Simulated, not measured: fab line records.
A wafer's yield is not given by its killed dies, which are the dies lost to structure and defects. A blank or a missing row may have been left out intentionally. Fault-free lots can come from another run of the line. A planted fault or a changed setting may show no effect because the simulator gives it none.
Which of the tools did it?    flow nand-harc    18 wafers from 6 lots sampled at 5 of the route's 1159 steps

## WHAT EACH GAUGE READ, for each wafer
NHARC_END_SORT_01.
lot   measured      on         killed-at-array
L373  day 24 19:15  prober-02  671 674 41

## EACH LOT AND THE TOOL THAT RAN IT (in order: tool; ch and the chambers of the sampled wafers; start)
lot   NHARC_A_SLIT_ETCH_29                NHARC_A_SLIT_STRIP_18                          NHARC_A_WL_FILL_ETCHBACK_04        NHARC_A_WL_FILL_ETCHBACK_16
L367  rie-diel-10 ch 0,1,3, day 15 06:13  rie-diel-10 ch 1,2,3, day 15 23:05 or earlier  rie-metal-01 ch 0, day 15 23:05    rie-diel-09 ch 1,2, no start
L371  rie-diel-05 ch 1,2,3, day 16 12:22  rie-diel-05 ch 0,1,3, day 17 05:32 or earlier  rie-metal-03 ch 0,1, day 17 05:32  rie-diel-02 ch 2,3, no start
L373  rie-diel-10 ch 0,1,2, day 17 02:15  rie-diel-10 ch 0,3, day 17 15:25 or earlier    rie-metal-03 ch 0,1, day 17 15:25  rie-diel-03 ch 0,1,3, day 24 19:15 or earlier
L380  rie-diel-05 ch 0,2,3, day 18 17:14  rie-diel-05 ch 0,1,3, day 19 07:59 or earlier  rie-metal-02 ch 0,1, day 19 07:59  rie-diel-03 ch 1,3, no start
L382  rie-diel-10 ch 1,2,3, day 20 05:32  rie-diel-10 ch 1,2, day 20 22:32 or earlier    rie-metal-03 ch 0,1, day 20 22:32  rie-diel-02 ch 0,1,3, no start
L386  rie-diel-05 ch 0,1,2, day 21 00:27  rie-diel-05 ch 0,1,2, day 21 14:12 or earlier  rie-metal-02 ch 0,1, day 21 14:12  rie-diel-09 ch 1,2,3, no start
- NHARC_A_SLIT_ETCH_29: etches the open film in CF4/O2, target depth 100 nm, overetch 10 nm, time 55 s.
- NHARC_A_SLIT_STRIP_18: strips in O2.
- NHARC_A_WL_FILL_ETCHBACK_04: etches the open film in NF3, target depth 60 nm, time 120 s.
- NHARC_A_WL_FILL_ETCHBACK_16: etches the open film in C4F8/O2/Ar, target depth 88 nm, time 17.6 s.

## THE ANSWER, worked out from the rows above alone
Rule: what is usual is taken from the lots themselves. The widest of any qualifying gaps counts: lots, ordered by their means at a reading, are off when they make up no more than a third of the lots, leave a main group of 4 or more, and stand apart from it by 3 or more times the standard deviation of that group's means. The tables above print the reading to a certain number of digits; a main group whose means all agree to those digits is not used. Also off: a lot with no number at a reading for which 4 or more lots have one. The other lots that the step has rows for count as sound.
No lot is off on any of the readings shown, so nothing can be concluded from this.

## WHAT THE SIMULATOR HAD INSERTED
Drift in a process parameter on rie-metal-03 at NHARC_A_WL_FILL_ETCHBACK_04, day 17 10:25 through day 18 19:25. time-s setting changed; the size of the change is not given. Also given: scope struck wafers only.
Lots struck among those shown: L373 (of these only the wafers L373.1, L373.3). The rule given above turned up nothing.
